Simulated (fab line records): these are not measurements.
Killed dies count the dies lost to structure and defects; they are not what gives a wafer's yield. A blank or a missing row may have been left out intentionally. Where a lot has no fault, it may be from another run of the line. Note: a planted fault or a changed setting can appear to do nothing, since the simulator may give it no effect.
The tool behind it: which one? -- flow n5Finfet -- 8 lots, 24 wafers sampled, at 5 steps of a route of 1938

WHAT EACH GAUGE READ, for each wafer
N5_BEOL_M4_RC_MEAS_101.
lot,measured,on,DIBL_N (mV/V),DIBL_P (mV/V),IOFF_N (nA/um),IOFF_N_85C (nA/um),IOFF_N_LIN (nA/um),IOFF_N_LONG (nA/um),IOFF_P (nA/um),ION_N (uA/um),ION_P (uA/um),SS_N (mV/dec),SS_P (mV/dec),VT_N (mV),VT_N_LONG (mV),VT_N_LVT (mV),VT_P (mV),VT_P_LVT (mV)
L899,day 9 18:23,prober-02,36.5 35.0 36.1,37.3 36.3 37.1,0.167 0.150 0.163,3.2 2.9 3.1,0.078 0.072 0.077,5.51e-05 5.45e-05 5.48e-05,0.198 0.182 0.197,677 679 680,461 452 462,70.8 71.0 71.5,74.3 73.0 73.2,249.8 252.0 248.3,273.0 275.3 273.4,96.0 98.3 96.5,-253.7 -254.3 -251.2,-101.4 -102.0 -101.3
L900,day 9 21:12,prober-01,36.6 35.3 37.3,36.6 34.7 38.1,0.135 0.122 0.162,2.8 2.6 3.3,0.067 0.061 0.078,5.21e-05 5.25e-05 5.22e-05,0.175 0.159 0.214,670 676 685,456 453 469,71.2 70.6 71.8,72.8 72.6 73.6,253.0 253.1 251.9,277.8 278.3 278.7,102.9 103.6 99.1,-253.4 -254.0 -250.3,-103.9 -103.6 -100.5
L901,day 9 16:45,prober-01,36.4 37.3 35.5,35.8 37.5 35.5,0.154 0.167 0.135,3.0 3.2 2.7,0.070 0.075 0.065,5.38e-05 5.2e-05 5.34e-05,0.200 0.220 0.189,679 662 666,463 460 463,72.0 71.9 71.7,73.5 74.8 72.9,249.3 248.3 249.8,275.3 275.4 276.3,98.8 98.3 99.9,-250.5 -250.0 -253.4,-98.0 -99.2 -99.8
L902,day 10 14:52,prober-02,36.6 37.2 36.1,35.2 36.9 34.5,0.144 0.167 0.141,2.9 3.3 2.9,0.067 0.077 0.065,5.29e-05 5.35e-05 5.35e-05,0.217 0.244 0.198,665 671 659,462 464 449,71.6 72.1 71.9,73.5 74.2 72.5,252.7 248.3 253.3,278.2 273.0 274.4,102.6 99.4 102.8,-248.6 -249.5 -251.8,-99.7 -98.5 -102.0
L905,day 12 03:04,prober-02,35.7 35.0 35.9,35.5 35.2 36.2,0.134 0.127 0.143,2.7 2.6 2.9,0.065 0.063 0.070,5.68e-05 5.55e-05 5.62e-05,0.188 0.198 0.209,669 665 681,455 460 461,71.1 70.7 71.7,72.7 72.8 73.8,249.5 251.2 248.9,274.1 274.7 274.9,100.5 100.0 97.3,-249.6 -248.8 -248.1,-99.4 -98.0 -96.9
L908,day 11 09:10,prober-01,34.3 35.1 34.8,33.5 33.7 34.6,0.154 0.163 0.161,3.1 3.2 3.2,0.073 0.076 0.077,5.71e-05 5.78e-05 5.62e-05,0.211 0.210 0.225,683 681 679,472 463 470,71.5 71.7 71.2,72.7 73.3 74.5,248.0 248.1 249.0,272.8 275.0 273.5,96.0 95.0 95.4,-249.9 -249.2 -248.3,-94.9 -95.1 -94.7
L910,day 12 07:56,prober-01,33.9 34.1 33.2,35.3 36.2 34.6,0.152 0.156 0.136,3.0 3.1 2.7,0.072 0.075 0.067,5.79e-05 5.72e-05 5.79e-05,0.208 0.231 0.201,688 682 681,474 474 471,71.3 71.0 70.4,72.8 73.3 72.7,248.7 250.0 250.0,273.3 275.1 276.1,98.2 97.3 99.6,-248.8 -245.6 -249.4,-98.5 -97.3 -98.5
L918,day 14 19:56,prober-01,41.0 37.6 38.4,40.4 35.8 36.5,0.248 0.297 0.177,4.6 5.4 3.4,0.106 0.138 0.080,5.47e-05 8.93e-05 5.39e-05,0.306 0.176 0.238,686 706 669,469 450 455,72.2 72.2 71.4,74.8 73.7 74.4,245.1 233.8 249.1,271.4 255.8 276.6,93.8 81.0 97.9,-245.4 -258.0 -249.1,-96.0 -106.4 -98.8

EACH LOT AND THE TOOL THAT RAN IT (in order: tool; ch and the chambers of the sampled wafers; start)
lot,N5_HKMG_FIN_ALD_91,N5_HKMG_FIN_ETCH_86,N5_HKMG_FIN_STRIP_88,N5_HKMG_FIN_STRIP_90
L899,"aldMetal-02 ch 1,2,3, day 4 22:25","rieDiel-04 ch 1,2,3, day 4 22:45","plasmaAsher-02 ch 0,1, day 4 23:00","rieDiel-04 ch 0,1,2, day 4 23:53"
L900,"aldMetal-01 ch 0,3, day 5 05:44","rieDiel-02 ch 1,2,3, day 5 06:04","plasmaAsher-02 ch 0,1, day 5 06:19","rieDiel-02 ch 0,3, day 5 07:12"
L901,"aldMetal-02 ch 0,2,3, day 5 11:58","rieDiel-04 ch 1,2,3, day 5 12:29","plasmaAsher-02 ch 0,1, day 5 12:51","rieDiel-02 ch 0,3, day 5 13:43"
L902,"aldMetal-03 ch 1,2, day 5 15:34","rieDiel-02 ch 1,3, day 5 15:54","plasmaAsher-02 ch 0,1, day 5 16:09","rieDiel-05 ch 0,3, day 5 17:02"
L905,"aldMetal-03 ch 1,2, day 6 14:58","rieDiel-02 ch 0,1,2, day 6 15:18","plasmaAsher-01 ch 0, day 6 15:34","rieDiel-05 ch 0,1,3, day 6 16:26"
L908,"aldMetal-03 ch 0,3, day 7 08:49","rieDiel-05 ch 0,3, day 7 09:10","plasmaAsher-02 ch 0,1, day 7 09:25","rieDiel-02 ch 0,1,3, day 7 10:17"
L910,"aldMetal-01 ch 0,3, day 7 16:09","rieDiel-04 ch 0,1, day 7 16:29","plasmaAsher-02 ch 0,1, day 7 16:44","rieDiel-04 ch 0,1,2, day 7 17:40"
L918,"aldMetal-01 ch 0,1,3, day 9 13:38","rieDiel-05 ch 1,2,3, day 9 13:58","plasmaAsher-01 ch 0,1, day 9 14:14","rieDiel-04 ch 0,1,2, day 9 15:07"
- N5_HKMG_FIN_ALD_91: deposits TiN, target thk 1 nm, pulse time 1 s, purge time 3 s.
- N5_HKMG_FIN_ETCH_86: etches SOC in N2/H2, stops on TiN, target depth 393.2 nm.
- N5_HKMG_FIN_STRIP_88: strips in N2/H2, time 360 s.
- N5_HKMG_FIN_STRIP_90: strips SOC in N2/H2, time 20 s.

WHAT THE TOOLS THEMSELVES READ (means of the sampled wafers that have a number; where no wafer has one, the mark that the record gives instead)
N5_HKMG_FIN_ALD_91.
lot,tool,heaterPowerW (W),precursorPulseHeightRel
L899,aldMetal-02,895,1.003
L900,aldMetal-01,709,0.983
L901,aldMetal-02,959,1.004
L902,aldMetal-03,891,1.022
L905,aldMetal-03,923,1.002
L908,aldMetal-03,838,0.998
L910,aldMetal-01,708,0.974
L918,aldMetal-01,741,0.998

N5_HKMG_FIN_ETCH_86.
lot,tool,drypumpMotorCurrentA (A),oesProductAu (a.u.),rfVppV (V),showerheadPlenumPTorr (Torr),throttleValvePct (%)
L899,rieDiel-04,6.1,0.80,241.0,2.48,17.75
L900,rieDiel-02,5.9,0.76,241.3,2.62,17.79
L901,rieDiel-04,6.1,0.79,240.3,2.48,17.75
L902,rieDiel-02,5.6,0.81,241.9,2.68,17.66
L905,rieDiel-02,5.7,0.79,242.0,2.63,17.76
L908,rieDiel-05,6.1,0.72,242.2,2.63,17.94
L910,rieDiel-04,6.2,0.77,240.5,2.50,17.63
L918,rieDiel-05,5.8,0.77,240.7,2.55,17.93

N5_HKMG_FIN_STRIP_88.
lot,tool,drypumpMotorCurrentA (A),heaterPowerW (W),tempC (C)
L899,plasmaAsher-02,5.43,491,299.98
L900,plasmaAsher-02,5.43,490,300.08
L901,plasmaAsher-02,5.31,483,300.11
L902,plasmaAsher-02,5.33,488,299.97
L905,plasmaAsher-01,5.01,463,300.15
L908,plasmaAsher-02,5.31,476,300.06
L910,plasmaAsher-02,5.31,485,300.11
L918,plasmaAsher-01,5.22,472,299.78

N5_HKMG_FIN_STRIP_90.
lot,tool,drypumpMotorCurrentA (A),oesProductAu (a.u.),rfVppV (V),showerheadPlenumPTorr (Torr),tempC (C),throttleValvePct (%)
L899,rieDiel-04,6.2,0.86,53.1,3.35,40.00,18.94
L900,rieDiel-02,5.5,0.86,54.6,3.55,40.08,18.84
L901,rieDiel-02,5.5,0.86,54.6,3.54,40.14,18.85
L902,rieDiel-05,5.8,0.76,54.0,3.49,40.03,18.93
L905,rieDiel-05,5.7,0.75,54.0,3.35,40.01,19.11
L908,rieDiel-02,5.6,0.82,54.9,3.53,40.15,18.88
L910,rieDiel-04,6.2,0.84,53.9,3.34,40.11,18.96
L918,rieDiel-04,6.2,0.81,54.3,3.33,40.01,19.00

THE ANSWER, worked out from the rows above alone
Rule: the lots themselves supply what counts as usual. The widest of any qualifying gaps counts: lots, ordered by their means at a reading, are off when they make up no more than a third of the lots, leave a main group of 4 or more, and stand apart from it by 3 or more times the standard deviation of that group's means. A main group is skipped when, at the precision printed for the reading in the tables above, its means are all equal. A lot without any number at a reading at which 4 lots or more have one is off too. All remaining lots with rows at the step are treated as sound. First the gauges in route order, then the tools' own readings, where a lot's mean is used as printed above. At the first step where some lot is off, the reading lying furthest off is the one used; lots without a number count as furthest.
Off: L918, seen at N5_BEOL_M4_RC_MEAS_101 (IOFF_N_85C). Main group: mean 3.0 nA/um, sd 0.13.
A tool fits if, at a process step before that reading, it ran every lot that is off, and no sound lot after the first of them. The gauges at N5_BEOL_M4_RC_MEAS_101 aren't tried: what is off there is off at N5_HKMG_FIN_STRIP_88 too, on other tools, and a gauge's error can't cause that. Can't be told from this: 4 tools fit, aldMetal-01 at N5_HKMG_FIN_ALD_91, rieDiel-05 at N5_HKMG_FIN_ETCH_86, plasmaAsher-01 at N5_HKMG_FIN_STRIP_88, rieDiel-04 at N5_HKMG_FIN_STRIP_90.

WHAT HAD BEEN PUT IN BY THE SIMULATOR
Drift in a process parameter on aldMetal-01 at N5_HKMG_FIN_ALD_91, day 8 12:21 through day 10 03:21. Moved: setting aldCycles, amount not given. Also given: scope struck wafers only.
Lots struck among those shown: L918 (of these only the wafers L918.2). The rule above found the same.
